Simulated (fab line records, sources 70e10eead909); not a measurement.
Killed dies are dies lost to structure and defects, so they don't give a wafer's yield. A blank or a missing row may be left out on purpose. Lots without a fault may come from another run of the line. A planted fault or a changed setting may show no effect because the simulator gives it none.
Tool commonality check | flow nand_harc | 12 lots, 36 wafers sampled

WHY IT WAS OPENED
At NHARC_END_SORT_01 the reading killed_at_array is flagged on 3 of 12 lots. Wafers without a fault read 49, standard deviation 18.
Rule: a lot is flagged when every wafer of it that has a number lies more than 4 standard deviations from that mean, or none has a number. The other lots count as sound.

lot  | measured     | on        | killed_at_array, wafer by wafer | flag
L125 | day 24 07:23 | prober-02 | 30 49 46                        |
L127 | day 25 14:17 | prober-01 | 46 46 39                        |
L133 | day 27 22:13 | prober-01 | 42 26 36                        |
L135 | day 28 12:16 | prober-01 | 64 90 66                        |
L136 | day 29 07:04 | prober-02 | 39 25 31                        |
L138 | day 29 21:17 | prober-01 | 59 53 64                        |
L139 | day 29 22:02 | prober-02 | 50 50 57                        |
L141 | day 31 15:49 | prober-01 | 672 670 674                     | FLAGGED
L143 | day 31 23:41 | prober-01 | 676 673 675                     | FLAGGED
L142 | day 32 08:43 | prober-01 | 675 670 673                     | FLAGGED
L144 | day 32 16:32 | prober-01 | 40 46 63                        |
L147 | day 34 00:10 | prober-01 | 16 21 32                        |
The numbers of the flagged lots are 673 on average: +624 against the usual, or +35 standard deviations.

WHICH TOOL RAN EACH LOT
The record holds 3 process steps before the reading, out of a route of 1302 steps. In each cell: the tool, then ch and the chambers that the sampled wafers went through, then the start.
lot  | flag    | NHARC_A_CONTACT_ETCH_77                       | NHARC_A_CONTACT_ETCH_125             | NHARC_A_CONTACT_ETCH_126
L125 |         | rie_diel-03 ch 0,1,2, day 21 23:42 or earlier | har_cap_etch-03 ch 0,1, day 21 23:42 | har_cap_etch-03 ch 0,1, day 21 23:53
L127 |         | rie_diel-03 ch 0,3, day 23 04:02 or earlier   | har_cap_etch-03 ch 0,1, day 23 04:02 | har_cap_etch-03 ch 0,1, day 23 04:13
L133 |         | rie_diel-08 ch 0,1,2, day 25 09:44 or earlier | har_cap_etch-02 ch 0,1, day 25 09:44 | har_cap_etch-02 ch 0,1, day 25 09:54
L135 |         | rie_diel-08 ch 0,2,3, day 26 02:31 or earlier | har_cap_etch-02 ch 0,1, day 26 02:31 | har_cap_etch-02 ch 0,1, day 26 02:41
L136 |         | rie_diel-12 ch 1,3, day 26 22:14 or earlier   | har_cap_etch-03 ch 0,1, day 26 22:14 | har_cap_etch-03 ch 0,1, day 26 22:24
L138 |         | rie_diel-12 ch 0,1,3, day 27 13:11 or earlier | har_cap_etch-03 ch 0,1, day 27 13:11 | har_cap_etch-03 ch 0,1, day 27 13:22
L139 |         | rie_diel-08 ch 0,1, day 27 14:17 or earlier   | har_cap_etch-02 ch 0,1, day 27 14:17 | har_cap_etch-02 ch 0,1, day 27 14:27
L141 | FLAGGED | rie_diel-08 ch 0,2,3, day 29 09:55 or earlier | har_cap_etch-02 ch 0,1, day 29 09:55 | har_cap_etch-02 ch 0,1, day 29 10:05
L143 | FLAGGED | rie_diel-12 ch 2,3, day 29 15:14 or earlier   | har_cap_etch-01 ch 0,1, day 29 15:14 | har_cap_etch-01 ch 0,1, day 29 15:24
L142 | FLAGGED | rie_diel-12 ch 0,1,2, day 29 20:16 or earlier | har_cap_etch-02 ch 0,1, day 29 20:16 | har_cap_etch-02 ch 0,1, day 29 20:27
L144 |         | rie_diel-03 ch 0,1, day 30 00:36 or earlier   | har_cap_etch-03 ch 0,1, day 30 00:36 | har_cap_etch-03 ch 0,1, day 30 00:47
L147 |         | rie_diel-12 ch 1,2,3, day 31 11:28 or earlier | har_cap_etch-02 ch 0,1, day 31 11:28 | har_cap_etch-02 ch 0,1, day 31 11:38
What these steps do:
- NHARC_A_CONTACT_ETCH_77: etches the open film in CF4/CHF3, target depth 108.9 nm, time 54.5 s.
- NHARC_A_CONTACT_ETCH_125: etches the open film in C4F8/O2/Ar, time 197 s, target depth 1918 nm.
- NHARC_A_CONTACT_ETCH_126: etches the open film in C4F8/O2/Ar, time 197 s, target depth 1918 nm.
- NHARC_END_SORT_01

FLAGGED OVER TOTAL, TOOL BY TOOL (the gauges that took the reading come last)
step                     | tool            | lots run | flagged | share of the flagged lots | sound lots run after its first flagged lot
NHARC_A_CONTACT_ETCH_77  | rie_diel-03     | 3        | 0       | none                      | -
NHARC_A_CONTACT_ETCH_77  | rie_diel-08     | 4        | 1       | some                      | 0
NHARC_A_CONTACT_ETCH_77  | rie_diel-12     | 5        | 2       | some                      | 1 (L147)
NHARC_A_CONTACT_ETCH_125 | har_cap_etch-01 | 1        | 1       | some                      | 0
NHARC_A_CONTACT_ETCH_125 | har_cap_etch-02 | 6        | 2       | some                      | 1 (L147)
NHARC_A_CONTACT_ETCH_125 | har_cap_etch-03 | 5        | 0       | none                      | -
NHARC_A_CONTACT_ETCH_126 | har_cap_etch-01 | 1        | 1       | some                      | 0
NHARC_A_CONTACT_ETCH_126 | har_cap_etch-02 | 6        | 2       | some                      | 1 (L147)
NHARC_A_CONTACT_ETCH_126 | har_cap_etch-03 | 5        | 0       | none                      | -
NHARC_END_SORT_01        | prober-01       | 9        | 3       | all                       | 2 (L144,L147)
NHARC_END_SORT_01        | prober-02       | 3        | 0       | none                      | -
NHARC_A_CONTACT_ETCH_77 gives no start for some lots, so the hours and the order of its lots are those of NHARC_A_CONTACT_ETCH_125.

WHAT THE TABLE ALLOWS
1 row of the table ran every flagged lot: prober-01 at NHARC_END_SORT_01.
- prober-01 at NHARC_END_SORT_01: 3 of its 9 lots flagged. Sound lots ran on it after the first flagged one (L144, L147), which a lasting fault on the whole tool wouldn't allow.
No row of the table ran every flagged lot and no sound lot after the first.

WHAT THE SIMULATOR HAD PUT IN
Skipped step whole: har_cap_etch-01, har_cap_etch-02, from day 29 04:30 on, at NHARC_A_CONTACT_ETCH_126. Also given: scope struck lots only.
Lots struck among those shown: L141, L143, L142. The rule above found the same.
